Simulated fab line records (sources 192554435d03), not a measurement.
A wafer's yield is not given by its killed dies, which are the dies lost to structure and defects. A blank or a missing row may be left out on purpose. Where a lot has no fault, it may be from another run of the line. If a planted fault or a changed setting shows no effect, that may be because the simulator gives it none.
Lot-split experiment / flow n5-finfet / 39 wafers read across 7 lots, on a route 1938 steps long

SPLIT DETAILS
At N5_BEOL_M8_TRENCH_ETCH_37 (etches SiCOH lowk in C4F6/O2, target depth 93.478 nm, time 31.2 s), the setting time-s was moved away from the recipe's 31.2 s on 18 of the 39 wafers read, by -56.7% to +33.2%. This setting was run at the recipe's value on the other wafers.

FROM THE SPLIT TO THE READING: what the file shows between them, 11 steps
- N5_BEOL_M8_ETCH_41: etches SiCN in CH3F/O2, target depth 31.9 nm, time 57.8 s
- N5_BEOL_M8_STRIP_80: strips in N2/H2, time 10 s
- N5_BEOL_M8_OCD_MEAS_38
- N5_BEOL_M8_HM_STRIP_39: strips TiN in peroxide tin strip, target depth 25 nm, time 158 s
- N5_BEOL_M8_SRD_40: time 30 s
- N5_BEOL_M8_ECD_50: material Cu, target thk 300 nm
- N5_BEOL_M8_ANNEAL_51: time 90 s
- N5_BEOL_M8_CMP_52: polishes, stops on SiCOH lowk, t overpolish 6.9 s, target thk 80 nm
- N5_BEOL_M8_THK_MEAS_53: measures by xrf
- N5_BEOL_M8_PRE_CLEAN_55: time 15 s
- N5_BEOL_M8_DEP_56: deposits SiCN from 3MS/NH3, target thk 10 nm, time 17.5 s

THE READING
M8_RS, in ohm/sq, at N5_BEOL_M8_RS_MEAS_57 (measures by four-point-probe). Typical for fault-free wafers on this fab line: 0.285 ohm/sq, with standard deviation 0.0086 ohm/sq.

wafer=L074.1; tool, chamber at the split=rie-diel-04, 1; time-s as run, s=41.34; against the recipe=+32.5%; M8_RS, ohm/sq=0.200; against lot-mates on the recipe=-0.101
wafer=L074.2; tool, chamber at the split=rie-diel-04, 3; time-s as run, s=31.2; against the recipe=recipe; M8_RS, ohm/sq=0.294; against lot-mates on the recipe=-
wafer=L074.3; tool, chamber at the split=rie-diel-04, 1; time-s as run, s=41.34; against the recipe=+32.5%; M8_RS, ohm/sq=0.199; against lot-mates on the recipe=-0.102
wafer=L074.4; tool, chamber at the split=rie-diel-04, 3; time-s as run, s=31.2; against the recipe=recipe; M8_RS, ohm/sq=0.305; against lot-mates on the recipe=-
wafer=L074.5; tool, chamber at the split=rie-diel-04, 1; time-s as run, s=41.34; against the recipe=+32.5%; M8_RS, ohm/sq=0.200; against lot-mates on the recipe=-0.101
wafer=L074.6; tool, chamber at the split=rie-diel-04, 3; time-s as run, s=31.2; against the recipe=recipe; M8_RS, ohm/sq=0.304; against lot-mates on the recipe=-
wafer=L083.3; tool, chamber at the split=rie-diel-03, 1; time-s as run, s=31.2; against the recipe=recipe; M8_RS, ohm/sq=0.285; against lot-mates on the recipe=-
wafer=L083.4; tool, chamber at the split=rie-diel-03, 2; time-s as run, s=31.2; against the recipe=recipe; M8_RS, ohm/sq=0.282; against lot-mates on the recipe=-
wafer=L083.6; tool, chamber at the split=rie-diel-03, 3; time-s as run, s=31.2; against the recipe=recipe; M8_RS, ohm/sq=0.281; against lot-mates on the recipe=-
wafer=L082.1; tool, chamber at the split=rie-diel-03, 1; time-s as run, s=18.83; against the recipe=-39.6%; M8_RS, ohm/sq=0.602; against lot-mates on the recipe=+0.323
wafer=L082.2; tool, chamber at the split=rie-diel-03, 3; time-s as run, s=31.2; against the recipe=recipe; M8_RS, ohm/sq=0.284; against lot-mates on the recipe=-
wafer=L082.3; tool, chamber at the split=rie-diel-03, 2; time-s as run, s=31.2; against the recipe=recipe; M8_RS, ohm/sq=0.274; against lot-mates on the recipe=-
wafer=L082.4; tool, chamber at the split=rie-diel-03, 1; time-s as run, s=18.83; against the recipe=-39.6%; M8_RS, ohm/sq=0.597; against lot-mates on the recipe=+0.318
wafer=L082.5; tool, chamber at the split=rie-diel-03, 3; time-s as run, s=18.83; against the recipe=-39.6%; M8_RS, ohm/sq=0.610; against lot-mates on the recipe=+0.331
wafer=L082.6; tool, chamber at the split=rie-diel-03, 2; time-s as run, s=31.2; against the recipe=recipe; M8_RS, ohm/sq=0.278; against lot-mates on the recipe=-
wafer=L089.1; tool, chamber at the split=rie-diel-04, 1; time-s as run, s=31.2; against the recipe=recipe; M8_RS, ohm/sq=0.288; against lot-mates on the recipe=-
wafer=L089.2; tool, chamber at the split=rie-diel-04, 2; time-s as run, s=41.56; against the recipe=+33.2%; M8_RS, ohm/sq=0.190; against lot-mates on the recipe=-0.092
wafer=L089.3; tool, chamber at the split=rie-diel-04, 0; time-s as run, s=31.2; against the recipe=recipe; M8_RS, ohm/sq=0.281; against lot-mates on the recipe=-
wafer=L089.4; tool, chamber at the split=rie-diel-04, 0; time-s as run, s=31.2; against the recipe=recipe; M8_RS, ohm/sq=0.277; against lot-mates on the recipe=-
wafer=L089.5; tool, chamber at the split=rie-diel-04, 1; time-s as run, s=41.56; against the recipe=+33.2%; M8_RS, ohm/sq=0.196; against lot-mates on the recipe=-0.086
wafer=L089.6; tool, chamber at the split=rie-diel-04, 2; time-s as run, s=41.56; against the recipe=+33.2%; M8_RS, ohm/sq=0.190; against lot-mates on the recipe=-0.092
wafer=L091.1; tool, chamber at the split=rie-diel-05, 1; time-s as run, s=13.5; against the recipe=-56.7%; M8_RS, ohm/sq=1.210; against lot-mates on the recipe=+0.923
wafer=L091.2; tool, chamber at the split=rie-diel-05, 0; time-s as run, s=31.2; against the recipe=recipe; M8_RS, ohm/sq=0.279; against lot-mates on the recipe=-
wafer=L091.3; tool, chamber at the split=rie-diel-05, 3; time-s as run, s=13.5; against the recipe=-56.7%; M8_RS, ohm/sq=1.159; against lot-mates on the recipe=+0.872
wafer=L091.4; tool, chamber at the split=rie-diel-05, 3; time-s as run, s=31.2; against the recipe=recipe; M8_RS, ohm/sq=0.285; against lot-mates on the recipe=-
wafer=L091.5; tool, chamber at the split=rie-diel-05, 0; time-s as run, s=13.5; against the recipe=-56.7%; M8_RS, ohm/sq=1.037; against lot-mates on the recipe=+0.750
wafer=L091.6; tool, chamber at the split=rie-diel-05, 1; time-s as run, s=31.2; against the recipe=recipe; M8_RS, ohm/sq=0.296; against lot-mates on the recipe=-
wafer=L093.1; tool, chamber at the split=rie-diel-04, 0; time-s as run, s=31.2; against the recipe=recipe; M8_RS, ohm/sq=0.280; against lot-mates on the recipe=-
wafer=L093.2; tool, chamber at the split=rie-diel-04, 1; time-s as run, s=17.64; against the recipe=-43.5%; M8_RS, ohm/sq=0.738; against lot-mates on the recipe=+0.452
wafer=L093.3; tool, chamber at the split=rie-diel-04, 2; time-s as run, s=31.2; against the recipe=recipe; M8_RS, ohm/sq=0.284; against lot-mates on the recipe=-
wafer=L093.4; tool, chamber at the split=rie-diel-04, 3; time-s as run, s=17.64; against the recipe=-43.5%; M8_RS, ohm/sq=0.663; against lot-mates on the recipe=+0.377
wafer=L093.5; tool, chamber at the split=rie-diel-04, 1; time-s as run, s=31.2; against the recipe=recipe; M8_RS, ohm/sq=0.295; against lot-mates on the recipe=-
wafer=L093.6; tool, chamber at the split=rie-diel-04, 0; time-s as run, s=17.64; against the recipe=-43.5%; M8_RS, ohm/sq=0.700; against lot-mates on the recipe=+0.414
wafer=L096.1; tool, chamber at the split=rie-diel-03, 3; time-s as run, s=31.2; against the recipe=recipe; M8_RS, ohm/sq=0.284; against lot-mates on the recipe=-
wafer=L096.2; tool, chamber at the split=rie-diel-03, 1; time-s as run, s=41.36; against the recipe=+32.6%; M8_RS, ohm/sq=0.194; against lot-mates on the recipe=-0.091
wafer=L096.3; tool, chamber at the split=rie-diel-03, 2; time-s as run, s=31.2; against the recipe=recipe; M8_RS, ohm/sq=0.285; against lot-mates on the recipe=-
wafer=L096.4; tool, chamber at the split=rie-diel-03, 0; time-s as run, s=31.2; against the recipe=recipe; M8_RS, ohm/sq=0.285; against lot-mates on the recipe=-
wafer=L096.5; tool, chamber at the split=rie-diel-03, 1; time-s as run, s=41.36; against the recipe=+32.6%; M8_RS, ohm/sq=0.194; against lot-mates on the recipe=-0.091
wafer=L096.6; tool, chamber at the split=rie-diel-03, 0; time-s as run, s=41.36; against the recipe=+32.6%; M8_RS, ohm/sq=0.196; against lot-mates on the recipe=-0.089

THE FIT
A straight line over all 39 wafers: M8_RS changes by -0.00855 ohm/sq for each +1% of time-s; r = -0.89; the points scatter about the line by 0.12 ohm/sq.
The same after taking each lot's own level away (the mean of its wafers on the recipe; 39 wafers): -0.00861 ohm/sq for each +1%; r = -0.90; scatter 0.12 ohm/sq.
Per that fit: largest time-s move, reading shift of 0.49 ohm/sq.
The lots' own levels span 0.2787 to 0.3010 ohm/sq, that is 2.6 times the standard deviation above.
So the lot-to-lot level changes the slope little: the two slopes agree.
Check: +0.51 ohm/sq against its lot-mates is what the line predicts for one of the wafers moved furthest among these (-56.7%) when that wafer is left out of the fit. Against them it came out at +0.923 ohm/sq.

THESE WAFERS: OTHER SPLITS
Before the reading, these wafers also passed through other splits. Each is held against what the fit with the lots' levels taken away leaves over:
other split on the same wafers=N5_BEOL_M0_SAQP_SPACER2_ALD_26 target-thk-a; wafers away from the commonest value=15; r with M8_RS (lot level and that fit taken away)=-0.34

THE WHOLE CHAIN: every reading that the file lists as answering this split, in the file's order
step=N5_BEOL_M8_TRENCH_ETCH_37; what it does=etches SiCOH lowk in C4F6/O2, target depth 93.478 nm, time 31.2 s; reading=BEOL_M8.feature-depth-nm (the simulator's own value, which no gauge read); change (the file's fit)=+0.943 nm for each +1% of the setting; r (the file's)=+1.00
step=N5_BEOL_M8_TRENCH_ETCH_37; what it does=etches SiCOH lowk in C4F6/O2, target depth 93.478 nm, time 31.2 s; reading=etch.depth-nm (the simulator's own value, which no gauge read); change (the file's fit)=+0.942 nm for each +1% of the setting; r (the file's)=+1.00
step=N5_BEOL_M8_TRENCH_ETCH_37; what it does=etches SiCOH lowk in C4F6/O2, target depth 93.478 nm, time 31.2 s; reading=TiN_of_BEOL_M8_HM_DEP_02.thk-nm (the simulator's own value, which no gauge read); change (the file's fit)=-0.0264 nm for each +1% of the setting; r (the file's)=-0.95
step=N5_BEOL_M8_OCD_MEAS_38; what it does=; reading=trench-depth-nm; change (the file's fit)=+0.944 nm for each +1% of the setting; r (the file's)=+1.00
step=N5_BEOL_M8_CMP_52; what it does=polishes, stops on SiCOH lowk, t overpolish 6.9 s, target thk 80 nm; reading=Cu_of_BEOL_M8_ECD_50.thk-nm (the simulator's own value, which no gauge read); change (the file's fit)=+0.957 nm for each +1% of the setting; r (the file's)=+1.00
step=N5_BEOL_M8_THK_MEAS_53; what it does=measures by xrf; reading=M8_THK; change (the file's fit)=+0.957 for each +1% of the setting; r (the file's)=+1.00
step=N5_BEOL_M8_RS_MEAS_57; what it does=measures by four-point-probe; reading=M8_RS; change (the file's fit)=-0.00891 for each +1% of the setting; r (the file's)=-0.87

THE FILE'S OWN FIT
M8_RS changes by -0.00891 ohm/sq for each +1% of time-s, r = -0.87.
